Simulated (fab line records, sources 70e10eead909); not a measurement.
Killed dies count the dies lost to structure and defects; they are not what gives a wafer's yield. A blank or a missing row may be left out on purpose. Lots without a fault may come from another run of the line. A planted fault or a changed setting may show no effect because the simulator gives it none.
Shared-tool check + flow nand harc + Sample size 12 lots and 36 wafers

## REASON FOR OPENING
On 3 of the 12 lots, a flag is raised at NHARC_P_GATE_CD_MEAS_91 on the reading cd nm. Fault-free wafers read 1999.7 nm, with a standard deviation of 1.8.
Rule: flag the lot when none of its wafers has a number, or when each of its wafers that has one lies beyond 4 standard deviations from that mean. As for the other lots, they are considered sound.

| lot  | measured     | on        | cd nm (nm), wafer by wafer | flag    |
|------|--------------|-----------|----------------------------|---------|
| L454 | day 6 11:37  | cd sem-03 | 2002.5 1998.0 1999.5       |         |
| L456 | day 7 13:11  | cd sem-02 | 2000.5 2003.6 2001.2       |         |
| L458 | day 8 04:13  | cd sem-01 | 1999.5 1998.7 1997.2       |         |
| L460 | day 9 04:22  | cd sem-01 | 2056.8 2054.3 2053.6       | FLAGGED |
| L464 | day 10 23:47 | cd sem-02 | 2052.7 2052.5 2054.7       | FLAGGED |
| L466 | day 11 20:26 | cd sem-03 | 2052.2 2051.3 2053.6       | FLAGGED |
| L467 | day 11 21:16 | cd sem-03 | 1999.6 2000.4 2003.0       |         |
| L468 | day 12 09:34 | cd sem-03 | 2001.9 2000.3 2000.9       |         |
| L470 | day 12 23:58 | cd sem-03 | 1997.7 1999.0 1999.3       |         |
| L471 | day 13 15:45 | cd sem-01 | 2001.3 1998.4 1996.9       |         |
| L472 | day 13 22:32 | cd sem-03 | 2000.0 2001.3 2000.3       |         |
| L473 | day 14 14:08 | cd sem-02 | 1998.8 1998.7 1998.6       |         |
On average the flagged lots' numbers are 2053.5 nm, which is +53.8 nm against the usual, or +30 standard deviations.

## WHICH TOOL RAN EACH LOT
Before the reading, the record contains 2 process steps out of a 1302-step route. Read each cell as the tool, then ch plus the chambers that the sampled wafers visited, then the start.
| lot  | flag    | NHARC_P_GATE_STRIP_76                | NHARC_P_GATE_EXPOSE_88            |
|------|---------|--------------------------------------|-----------------------------------|
| L454 |         | plasma asher-02 ch 0,1, day 6 10:43  | krf scanner-04 ch 0, day 6 11:28  |
| L456 |         | plasma asher-01 ch 0,1, day 7 12:17  | krf scanner-01 ch 0, day 7 13:02  |
| L458 |         | plasma asher-02 ch 0,1, day 8 03:17  | krf scanner-03 ch 0, day 8 04:03  |
| L460 | FLAGGED | plasma asher-02 ch 0,1, day 9 03:35  | krf scanner-01 ch 0, day 9 04:13  |
| L464 | FLAGGED | plasma asher-02 ch 0,1, day 10 22:52 | krf scanner-01 ch 0, day 10 23:38 |
| L466 | FLAGGED | plasma asher-02 ch 0,1, day 11 19:30 | krf scanner-01 ch 0, day 11 20:16 |
| L467 |         | plasma asher-01 ch 0,1, day 11 20:21 | krf scanner-04 ch 0, day 11 21:07 |
| L468 |         | plasma asher-02 ch 0,1, day 12 08:43 | krf scanner-04 ch 0, day 12 09:25 |
| L470 |         | plasma asher-02 ch 0,1, day 12 23:10 | krf scanner-04 ch 0, day 12 23:49 |
| L471 |         | plasma asher-01 ch 0,1, day 13 14:49 | krf scanner-04 ch 0, day 13 15:35 |
| L472 |         | plasma asher-02 ch 0,1, day 13 21:46 | krf scanner-04 ch 0, day 13 22:23 |
| L473 |         | plasma asher-01 ch 0,1, day 14 13:14 | krf scanner-03 ch 0, day 14 13:59 |
What the steps here do:
- NHARC_P_GATE_STRIP_76: strips in O2.
- NHARC_P_GATE_EXPOSE_88: exposes mask P HVN, target cd 2000 nm.
- NHARC_P_GATE_CD_MEAS_91: target cd 2000 nm.

## FLAGGED AGAINST TOTAL, ONE TOOL AT A TIME (gauges that did the reading follow at the end)
| step                    | tool            | lots run | flagged | share of the flagged lots | sound lots run after its first flagged lot |
|-------------------------|-----------------|----------|---------|---------------------------|--------------------------------------------|
| NHARC_P_GATE_STRIP_76   | plasma asher-01 | 4        | 0       | none                      | -                                          |
| NHARC_P_GATE_STRIP_76   | plasma asher-02 | 8        | 3       | all                       | 3 (L468,L470,L472)                         |
| NHARC_P_GATE_EXPOSE_88  | krf scanner-01  | 4        | 3       | all                       | 0                                          |
| NHARC_P_GATE_EXPOSE_88  | krf scanner-03  | 2        | 0       | none                      | -                                          |
| NHARC_P_GATE_EXPOSE_88  | krf scanner-04  | 6        | 0       | none                      | -                                          |
| NHARC_P_GATE_CD_MEAS_91 | cd sem-01       | 3        | 1       | some                      | 1 (L471)                                   |
| NHARC_P_GATE_CD_MEAS_91 | cd sem-02       | 3        | 1       | some                      | 1 (L473)                                   |
| NHARC_P_GATE_CD_MEAS_91 | cd sem-03       | 6        | 1       | some                      | 4 (L467,L468,L470,L472)                    |

## WHAT THE TABLE ALLOWS
2 rows of the table ran every flagged lot: plasma asher-02 at NHARC_P_GATE_STRIP_76, krf scanner-01 at NHARC_P_GATE_EXPOSE_88.
- plasma asher-02 at NHARC_P_GATE_STRIP_76: 3 of its 8 lots flagged. Sound lots ran on it after the first flagged one (L468, L470, L472), which a lasting fault on the whole tool wouldn't allow.
- krf scanner-01 at NHARC_P_GATE_EXPOSE_88: 3 of its 4 lots flagged. It ran its last sound lot, L456, at day 7 13:02 and its first flagged lot, L460, at day 9 04:13: a fault with its onset between the two fits. Its own readings lie more than 4 standard deviations out on every wafer of the flagged lots: exposure dose mJ cm2.
One tool is left: krf scanner-01 at NHARC_P_GATE_EXPOSE_88.

## WHAT WAS PUT IN BY THE SIMULATOR
Drift in process parameters on krf scanner-01 at NHARC_P_GATE_EXPOSE_88, starting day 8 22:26. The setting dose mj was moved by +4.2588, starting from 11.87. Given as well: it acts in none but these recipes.
Shown lots that were struck: L460, L464, L466. The same result came from the rule above.
